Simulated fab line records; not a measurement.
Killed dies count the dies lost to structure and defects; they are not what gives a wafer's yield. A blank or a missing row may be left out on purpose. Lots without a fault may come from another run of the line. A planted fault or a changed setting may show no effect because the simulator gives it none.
fab line records	flow n5Finfet
record: lots: 5	wafers: 15	lastDay: 19
route steps=1938 shown WELL_APT@38 BEOL_M4@1111 PASSIVATION@1936
lots with no fault: from the same line, run without faults
startH: hours from the record's opening day to when the first of the lot's shown wafers began	waitH: how many hours have passed since the lot's step before this one	" unchanged from the row above	L1.1+2: a single row standing in for several wafers	- value missing, or start not given	* or withheld: withheld	< > ~ a bound
route shown NAME@n: a module of which the file shows steps, and the number in the route of the first	usual: mean and standard deviation over wafers with no fault	same: alike in all rows	chamber/n: place in a boat	sites: per-site readings	_std_site: the standard deviation of these	_edge_site: the outer-site mean with the inner-site mean subtracted	radiusMm: how far each site lies from the wafer's centre	mask NAME#n: copy n	behind: the last tool/chamber to shape the wafer	hold: the reason the lot was held/the length of the hold in hours/how it ended	device: the transistor (n, p or np) that didn't switch	end of line: tests run on the same wafers once the route is complete	a step given without rows: its recipe and nothing more	killed: at the first sort, the dies lost to defects and structure; wafer yield is something else	map: shows each die of a wafer: x if killed, . if not, _ if none is there
set.NAME: the setting the step ran with; set.NAME@STEP: the setting that earlier step ran with	model.NAME: the simulator's own value behind a step, which no gauge read
a table for each step, a row for each wafer; lots at some steps of the route
services: from which hour (startH, from the record's first day; less than 0 if before it) a tool's chamber was out of use, for how many hours, and why
== steps ==
step: N5_WELL_APT_SOFTBAKE_20
recipe: tempC: 130	timeS: 60
step: N5_WELL_APT_EXPOSE_22
recipe: maskId: PWELL	na: 0.8	sourceShape: conventional	sigmaOuter: 0.8	polarization: unpolarized	defocusNm: 0	targetCdNm: 200	doseMj: 23.2
step: N5_WELL_APT_PEB_23
recipe: pebTempC: 130	pebTimeS: 90
step: N5_WELL_APT_DEVELOP_24
recipe: developTimeS: 45	rinseLiquid: surfactantRinse	dry: airSpin	devTempC: 21
step: N5_WELL_APT_HARDBAKE_29
recipe: tempC: 130	timeS: 120
step: N5_WELL_APT_CD_MEAS_25
recipe: targetCdNm: 200	landingEnergyEv: 500	detector: seInlens
usual: cdNm: 198.6/1.8
same: landingEnergyEv: 500
lot.wafer	tool	chamber	startH	waitH	cdNm
L911.1	cdSem-01	0	15.05	-	202.2
L911.3	"	0	"	"	197.8
L911.5	"	0	"	"	198.5
L912.1	cdSem-03	0	21.30	-	200.9
L912.3	"	0	"	"	196.0
L912.6	"	0	"	"	198.5
L923.1	cdSem-03	0	86.93	-	199.0
L923.4	"	0	"	"	196.4
L923.6	"	0	"	"	199.7
L931.3	cdSem-03	0	134.83	-	202.2
L931.4	"	0	"	"	198.6
L931.5	"	0	"	"	198.6
L933.3	cdSem-02	0	146.99	-	198.9
L933.5	"	0	"	"	199.0
L933.6	"	0	"	"	198.6
step: N5_WELL_APT_OVL_MEAS_26
recipe: pointsPerWafer: 44
usual: PWELL_OVL: 1/6.2
same: pointsPerWafer: 44
lot.wafer	tool	chamber	startH	waitH	PWELL_OVL[nm]
L911.1	overlay-01	0	15.08	0.0	3
L911.3	"	0	"	"	-6
L911.5	"	0	"	"	5
L912.1	overlay-02	0	21.33	0.0	4
L912.3	"	0	"	"	7
L912.6	"	0	"	"	-2
L923.1	overlay-02	0	86.96	0.0	9
L923.4	"	0	"	"	-7
L923.6	"	0	"	"	-1
L931.3	overlay-02	0	134.86	0.0	-4
L931.4	"	0	"	"	0
L931.5	"	0	"	"	-7
L933.3	overlay-01	0	147.02	0.0	-9
L933.5	"	0	"	"	-5
L933.6	"	0	"	"	2
step: N5_WELL_APT_INSPECT_27
recipe: mode: adi	inspectInstrument: macro
usual: rawDefectCount: 2.1/1.4
lot.wafer	tool	chamber	startH	waitH	rawDefectCount
L911.1	defectInspect-01	-	15.10	0.0	2
L911.3	"	-	"	"	1
L911.5	"	-	"	"	2
L912.1	defectInspect-01	-	21.35	0.0	3
L912.3	"	-	"	"	1
L912.6	"	-	"	"	1
L923.1	defectInspect-02	-	86.98	0.0	3
L923.4	"	-	"	"	1
L923.6	"	-	"	"	2
L931.3	defectInspect-01	-	134.89	0.0	3
L931.4	"	-	"	"	2
L931.5	"	-	"	"	1
L933.3	defectInspect-02	-	147.05	0.0	3
L933.5	"	-	"	"	3
L933.6	"	-	"	"	1
step: N5_WELL_APT_DESCUM_30
recipe: chemistry: O2	timeS: 7.9	sourcePowerW: 50	biasPowerW: 20	pressureMtorr: 20	rfFrequencyHz: 2.712e+07	tempC: 40	o2FlowSccm: 225
usual: drypumpMotorCurrentA: 5.6/0.4	oesProductAu: 0.77/0.087	rfVppV: 243.9/1.3	showerheadPlenumPTorr: 2.14/0.071	throttleValvePct: 20.37/0.24
lot.wafer	tool	chamber	startH	waitH	drypumpMotorCurrentA	oesProductAu	rfHoursCounterH	rfVppV	showerheadPlenumPTorr	throttleValvePct
L911.1	rieDiel-01	1	15.17	0.1	5.3	0.77	153	244.2	2.17	20.39
L911.3	"	2	"	"	5.9	0.93	4	244.9	2.23	20.01
L911.5	"	1	"	"	5.3	0.77	-	244.1	2.17	20.40
L912.1	rieDiel-01	1	21.39	0.0	5.3	0.76	156	245.0	2.17	20.41
L912.3	"	2	"	"	5.9	0.93	8	245.7	2.23	20.02
L912.6	"	1	"	"	5.3	0.76	-	245.2	2.17	20.41
L923.1	rieDiel-04	0	87.02	0.0	6.1	0.69	246	244.5	2.17	20.39
L923.4	"	1	"	"	6.2	0.75	162	244.8	2.19	20.83
L923.6	"	3	"	"	5.5	0.69	-	242.8	2.17	20.55
L931.3	rieDiel-01	3	134.92	0.0	5.2	0.90	30	243.2	2.13	20.08
L931.4	"	0	"	"	5.9	0.96	3	245.7	2.24	19.95
L931.5	"	1	"	"	5.3	0.74	-	245.1	2.16	20.45
L933.3	rieDiel-06	1	147.11	0.1	5.5	0.84	-	242.8	2.13	20.56
L933.5	"	1	"	"	5.5	0.85	-	244.2	2.13	20.56
L933.6	"	3	"	"	4.9	0.71	-	241.3	1.98	20.27
step: N5_WELL_APT_IMPLANT_31
recipe: species: B	energyKev: 60	doseCm2: 1.5e+13	tiltDeg: 0	rotationDeg: 0
step: N5_WELL_APT_IMPLANT_32
recipe: species: BF2	energyKev: 50	doseCm2: 2e+13	tiltDeg: 0	rotationDeg: 0
step: N5_WELL_APT_STRIP_33
recipe: chemistry: SPM	timeS: 900	tempC: 130	h2so4H2o2VolRatio: 4	dry: ipaMarangoni
step: N5_WELL_APT_RTA_34
recipe: tempC: 1000	timeS: 10	ambient: N2	idleTempC: 600	rampUpCPerS: 150	rampDownCPerS: 60	coolToC: 600
usual: lampPowerPct: 13.00/0.055	lamp_zone_1_pct: 13.00/0.033	lamp_zone_2_pct: 13.00/0.033	lamp_zone_3_pct: 13.00/0.034	lamp_zone_4_pct: 12.991/0.03	lamp_zone_5_pct: 12.996/0.029	lamp_zone_6_pct: 12.92/0.035	lamp_zone_7_pct: 13.417/0.028	wafer_temp_C_max: 1003.5/1.1
lot.wafer	tool	chamber	startH	waitH	lampPowerPct	lamp_zone_1_pct	lamp_zone_2_pct	lamp_zone_3_pct	lamp_zone_4_pct	lamp_zone_5_pct	lamp_zone_6_pct	lamp_zone_7_pct	wafer_temp_C_max
L911.1	rtpAnneal-01	0	16.09	0.2	13.02	13.02	12.95	12.91	12.972	12.939	12.91	13.443	1003.9
L911.3	"	0	"	"	13.04	13.01	12.95	13.00	13.010	13.016	12.97	13.396	1003.8
L911.5	"	0	"	"	12.98	12.97	12.98	13.06	13.059	12.940	12.89	13.416	1005.6
L912.1	rtpAnneal-01	0	22.66	0.2	12.96	12.98	12.99	13.00	12.963	12.929	12.94	13.406	1002.8
L912.3	"	0	"	"	12.97	12.97	13.05	12.96	13.004	13.003	12.92	13.399	1005.2
L912.6	"	0	"	"	13.03	12.99	12.99	13.03	13.067	12.976	12.86	13.391	1004.9
L923.1	rtpAnneal-01	0	87.87	0.1	12.90	13.07	13.08	13.03	13.027	12.961	12.90	13.414	1001.9
L923.4	"	0	"	"	13.03	12.96	12.98	13.03	12.983	13.018	12.95	13.431	1002.3
L923.6	"	0	"	"	13.23	13.13	13.20	13.17	13.224	13.155	13.10	13.640	1003.8
L931.3	rtpAnneal-02	0	135.74	0.1	13.04	13.00	12.99	13.01	12.970	13.053	12.93	13.447	1003.1
L931.4	"	0	"	"	12.95	12.97	13.04	13.04	12.970	12.934	12.97	13.458	1004.1
L931.5	"	0	"	"	13.06	12.99	12.96	12.99	12.981	13.016	12.88	13.386	1004.0
L933.3	rtpAnneal-02	0	147.94	0.1	13.07	12.97	12.95	13.00	13.019	13.043	12.90	13.424	1003.0
L933.5	"	0	"	"	12.95	13.00	13.05	13.01	13.028	12.963	12.95	13.427	1005.7
L933.6	"	0	"	"	12.97	12.97	12.98	13.00	12.999	13.021	12.96	13.406	1004.5
step: N5_WELL_APT_OXIDE_STRIP_42
recipe: chemistry: dHF	dilution: 25:1	timeS: 45	tempC: 25	target: SiO2	targetDepthA: 120
step: N5_BEOL_M4_RC_MEAS_101
usual: DIBL_N: 36.0/1.9	DIBL_P: 35.6/2.2	IOFF_N: 0.15/0.031	IOFF_P: 0.19/0.032	ION_N: 668/11	ION_P: 455/7.2	SS_N: 71.5/0.65	SS_P: 73.4/0.64	VT_N: 251/3.6	VT_P: -253/3.3
lot.wafer	tool	chamber	startH	waitH	DIBL_N[mV/V]	DIBL_P[mV/V]	IOFF_N[nA/um]	IOFF_P[nA/um]	ION_N[uA/um]	ION_P[uA/um]	SS_N[mV/dec]	SS_P[mV/dec]	VT_N[mV]	VT_P[mV]
L911.1	prober-01	0	190.02	0.0	37.8	36.5	0.18	0.22	673	455	70.8	72.9	247	-249
L911.3	"	0	"	"	34.8	32.4	0.13	0.16	662	458	70.9	72.3	254	-255
L911.5	"	0	"	"	34.9	32.4	0.13	0.16	660	450	70.6	72.4	253	-253
L912.1	prober-02	0	193.73	0.0	38.4	38.5	0.17	0.19	676	449	72.3	74.2	249	-254
L912.3	"	0	"	"	36.9	37.4	0.14	0.18	667	448	71.9	73.7	252	-254
L912.6	"	0	"	"	36.8	37.4	0.14	0.17	660	451	72.2	73.3	252	-255
L923.1	prober-01	0	295.21	0.0	35.4	33.1	0.12	0.16	665	460	71.2	73.1	253	-253
L923.4	"	0	"	"	39.6	37.9	0.19	0.23	675	458	72.4	74.5	248	-250
L923.6	"	0	"	"	34.6	32.3	0.11	0.15	647	444	71.0	72.8	258	-255
L931.3	prober-02	0	322.74	0.3	36.7	36.8	0.16	0.21	679	462	71.7	74.5	253	-251
L931.4	"	0	"	"	34.6	34.9	0.14	0.19	672	459	71.3	73.6	250	-251
L931.5	"	0	"	"	35.8	36.5	0.16	0.21	668	459	72.2	73.2	254	-250
L933.3	prober-02	0	334.02	0.3	31.3	31.4	0.09	0.12	643	437	70.9	73.3	258	-261
L933.5	"	0	"	"	30.9	31.4	0.09	0.12	644	437	71.8	72.3	260	-263
L933.6	"	0	"	"	33.4	34.2	0.12	0.14	659	441	71.5	73.0	257	-262
step: N5_PASSIVATION_PROBE_49
usual: defectLimitedYield: 91.3/1.4	killed_at_M0_to_M3: 34/10	killed_at_M4_up: 14/5.5	killedAtContacts: 12/6	killedAtFrontEnd: 40/10	killedAtOther: 3.0/2.4	killedDies: 103/17	killedOpen: 68/13	killedShort: 34/7.8	sort_bin_5_function: 5.1/0.97	sort_bin_6_memory: 3.3/0.66	sort_bin_8_speed: 0.02/0.12	sortNPass: 1077/17	sortYieldPct: 91.2/1.4
same: grossDies: 1180	killedAtBackSide: 0	sort_bin_4_leakage[%]: 0
lot.wafer	tool	chamber	startH	waitH	defectLimitedYield[%]	killed_at_M0_to_M3	killed_at_M4_up	killedAtContacts	killedAtFrontEnd	killedAtOther	killedDies	killedOpen	killedShort	sort_bin_5_function[%]	sort_bin_6_memory[%]	sort_bin_8_speed[%]	sortNPass	sortYieldPct[%]
L911.1	prober-01	-	294.12	0.0	92.5	26	8	24	25	5	88	58	30	4.2	2.9	0	1092	92.5
L911.3	prober-01	-	294.22	0.1	92.5	24	14	21	24	5	88	66	22	4.8	2.5	0	1092	92.5
L911.5	prober-01	-	294.32	0.2	89.8	36	14	26	42	2	120	75	45	6.1	3.6	0	1060	89.8
L912.1	prober-02	-	294.82	0.0	91.2	22	15	9	57	1	104	71	33	5.4	3.1	0	1076	91.2
L912.3	prober-02	-	294.92	0.1	89.1	34	20	16	56	3	129	86	42	7.6	3.0	0	1051	89.1
L912.6	prober-02	-	295.07	0.3	91.7	43	3	6	43	3	98	65	33	5.3	2.6	0	1082	91.7
L923.1	prober-02	-	404.41	0.0	92.4	29	9	3	45	4	90	61	28	4.8	2.7	0	1090	92.4
L923.4	prober-02	-	404.56	0.2	92.4	32	13	11	32	2	90	57	31	4.2	3.3	0	1090	92.4
L923.6	prober-02	-	404.66	0.3	93.3	25	12	5	34	3	79	46	33	3.8	2.5	0	1101	93.3
L931.3	prober-02	-	424.53	0.1	90.8	33	23	13	37	3	109	77	32	4.8	4.2	0	1071	90.8
L931.4	prober-02	-	424.58	0.2	88.6	54	13	12	54	2	135	85	43	7.3	3.2	0	1045	88.6
L931.5	prober-02	-	424.63	0.2	91.1	34	20	4	44	3	105	76	29	5.2	3.5	0	1075	91.1
L933.3	prober-01	-	454.39	0.1	92.5	29	20	9	29	2	89	52	36	4.7	2.8	0.51	1085	91.9
L933.5	prober-01	-	454.49	0.2	92.9	32	13	4	34	1	84	44	40	4.3	2.5	1.36	1080	91.5
L933.6	prober-01	-	454.54	0.3	91.2	24	28	6	40	6	104	71	32	5.2	3.5	0.17	1074	91.0
killed by level:class
L911.1 MOL_CONTACT_COAG:geometricParticle:open=21 BEOL_M2:geometricParticle:open=11 FIN_SAQP:geometricParticle:open=6 STI_FIN_REVEAL:geometricParticle:open=6 BEOL_M3:geometricParticle:short=4 FIN_SAQP:geometricParticle:short=3 MOL_CONTACT_COAG:geometricParticle:short=3 BEOL_M0_SAQP:geometricParticle:short=3
L911.3 MOL_CONTACT_COAG:geometricParticle:open=15 BEOL_M0_SAQP:geometricParticle:open=8 DUMMY_GATE:geometricParticle:open=6 MOL_CONTACT_COAG:geometricParticle:short=6 BEOL_M2:geometricParticle:open=4 BEOL_M4:geometricParticle:open=4 BEOL_M8:geometricParticle:open=4 FIN_SAQP:geometricParticle:open=3
L911.5 MOL_CONTACT_COAG:geometricParticle:open=20 FIN_SAQP:geometricParticle:short=13 FIN_SAQP:geometricParticle:open=10 BEOL_M0_SAQP:geometricParticle:open=8 BEOL_M0_SAQP:geometricParticle:short=7 MOL_CONTACT_COAG:geometricParticle:short=6 BEOL_M0:geometricParticle:open=6 BEOL_M4:geometricParticle:open=5
L912.1 FIN_SAQP:geometricParticle:open=21 FIN_SAQP:geometricParticle:short=13 BEOL_M0_SAQP:geometricParticle:open=8 BEOL_M4:geometricParticle:open=8 MOL_CONTACT_COAG:geometricParticle:open=7 BEOL_M0_SAQP:geometricParticle:short=7 STI_FIN_REVEAL:geometricParticle:open=6 DUMMY_GATE:geometricParticle:open=4
L912.3 FIN_SAQP:geometricParticle:open=24 MOL_CONTACT_COAG:geometricParticle:open=15 FIN_SAQP:geometricParticle:short=9 BEOL_M0_SAQP:geometricParticle:short=9 BEOL_M3:geometricParticle:open=8 BEOL_M1:geometricParticle:open=6 BEOL_M4:geometricParticle:open=6 STARTING-WAFER:geometricParticle:short=5
L912.6 FIN_SAQP:geometricParticle:open=16 BEOL_M3:geometricParticle:open=12 FIN_SAQP:geometricParticle:short=11 BEOL_M0_SAQP:geometricParticle:short=10 BEOL_M0_SAQP:geometricParticle:open=9 STI_FIN_REVEAL:geometricParticle:open=6 MOL_CONTACT_COAG:geometricParticle:open=5 STARTING-WAFER:geometricParticle:open=4
L923.1 STI_FIN_REVEAL:geometricParticle:open=11 BEOL_M3:geometricParticle:open=9 FIN_SAQP:geometricParticle:short=7 FIN_SAQP:geometricParticle:open=7 BEOL_M0_SAQP:geometricParticle:open=7 STI_FIN_REVEAL:geometricParticle:short=6 BEOL_M0_SAQP:geometricParticle:short=6 DUMMY_GATE:geometricParticle:open=4
L923.4 MOL_CONTACT_COAG:geometricParticle:open=9 BEOL_M4:geometricParticle:open=9 STI_FIN_REVEAL:geometricParticle:open=8 FIN_SAQP:geometricParticle:short=7 BEOL_M1:geometricParticle:open=7 BEOL_M0_SAQP:geometricParticle:short=6 BEOL_M3:geometricParticle:open=6 FIN_SAQP:geometricParticle:open=3
L923.6 BEOL_M0_SAQP:geometricParticle:short=11 DUMMY_GATE:geometricParticle:open=7 BEOL_M4:geometricParticle:open=6 BEOL_M0_SAQP:geometricParticle:open=5 STARTING-WAFER:geometricParticle:short=5 GATE_CUT:geometricParticle:open=4 GATE_CUT:geometricParticle:short=4 MOL_CONTACT_COAG:geometricParticle:open=4
L931.3 BEOL_M4:geometricParticle:open=16 MOL_CONTACT_COAG:geometricParticle:open=11 FIN_SAQP:geometricParticle:short=9 BEOL_M1:geometricParticle:open=8 STI_FIN_REVEAL:geometricParticle:open=7 BEOL_M2:geometricParticle:open=7 FIN_SAQP:geometricParticle:open=6 STI_FIN_REVEAL:geometricParticle:short=5
L931.4 BEOL_M0_SAQP:geometricParticle:short=17 STI_FIN_REVEAL:geometricParticle:open=12 MOL_CONTACT_COAG:geometricParticle:open=12 FIN_SAQP:geometricParticle:short=10 FIN_SAQP:geometricParticle:open=10 BEOL_M0_SAQP:geometricParticle:open=9 BEOL_M2:geometricParticle:open=9 BEOL_M0:geometricParticle:open=7
L931.5 FIN_SAQP:geometricParticle:open=15 BEOL_M1:geometricParticle:open=11 STI_FIN_REVEAL:geometricParticle:open=10 BEOL_M3:geometricParticle:open=8 BEOL_M5:geometricParticle:open=8 FIN_SAQP:geometricParticle:short=7 BEOL_M4:geometricParticle:open=7 BEOL_M1:geometricParticle:short=5
L933.3 BEOL_M0_SAQP:geometricParticle:short=9 MOL_CONTACT_COAG:geometricParticle:open=8 BEOL_M4:geometricParticle:open=8 FIN_SAQP:geometricParticle:short=7 BEOL_M2:geometricParticle:open=7 BEOL_M0_SAQP:geometricParticle:open=6 BEOL_M3:geometricParticle:open=4 BEOL_M4:geometricParticle:short=4
L933.5 BEOL_M0_SAQP:geometricParticle:open=7 BEOL_M0_SAQP:geometricParticle:short=7 FIN_SAQP:geometricParticle:open=5 STARTING-WAFER:geometricParticle:short=5 FIN_SAQP:geometricParticle:short=4 BEOL_M1:geometricParticle:open=4 DUMMY_GATE:geometricParticle:open=4 GATE_CUT:geometricParticle:short=4
L933.6 FIN_SAQP:geometricParticle:short=9 BEOL_M4:geometricParticle:open=9 ILD0:geometricParticle:open=7 STI_FIN_REVEAL:geometricParticle:open=6 BEOL_M0_SAQP:geometricParticle:open=6 BEOL_M2:geometricParticle:open=6 DUMMY_GATE:geometricParticle:open=5 MOL_CONTACT_COAG:geometricParticle:open=5
== services ==
tool	chamber	startH	hours	kind
rieDiel-01	3	14.08	-	clean
rieDiel-01	3	14.08	-	consumableReplace:focusRing
rieDiel-01	3	14.08	22.3	scheduledDown
rieDiel-01	3	14.08	22.3	ventCycle
rtpAnneal-02	-	21.76	4.1	pm
rieDiel-01	1	88.33	1.7	repair
rieDiel-04	0	98.61	-	clean
rieDiel-04	0	98.61	-	consumableReplace:focusRing
rieDiel-04	0	98.61	15.3	scheduledDown
rieDiel-04	0	98.61	15.3	ventCycle
rieDiel-01	0	99.46	-	clean
rieDiel-01	0	99.46	-	consumableReplace:focusRing
rieDiel-01	0	99.46	-	consumableReplace:showerhead
rieDiel-01	0	99.46	25.6	scheduledDown
rieDiel-01	0	99.46	25.6	ventCycle
rieDiel-01	1	111.49	9.7	repair
rieDiel-04	3	130.10	-	clean
rieDiel-04	3	130.10	-	consumableReplace:focusRing
rieDiel-04	3	130.10	23.7	scheduledDown
rieDiel-04	3	130.10	23.7	ventCycle
rieDiel-06	0	130.10	4.0	repair
rieDiel-06	0	141.88	-	clean
rieDiel-06	0	141.88	-	consumableReplace:focusRing
rieDiel-06	0	141.88	33.7	scheduledDown
== key ==
firstSign: step: N5_WELL_APT_RTA_34	reading: lamp_zone_7_pct	direction: up	sigmas: 8	usual: *	struck: *
effect: step: N5_WELL_APT_RTA_34	reading: lamp_zone_4_pct	direction: up	sigmas: 7.8	usual: *	struck: *
metAt N5_WELL_APT_RTA_34
struckWafers L923.6
onsetBetween 22.66 87.87
fault: kind: processParameterDrift	tool: rtpAnneal-01	chamber: -	onsetH: 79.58	steps: N5_WELL_APT_RTA_34	channel: timeS	offset: *	shape: step	endH: 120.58	scope: struckWafersOnly	actsIn: *	stated: *
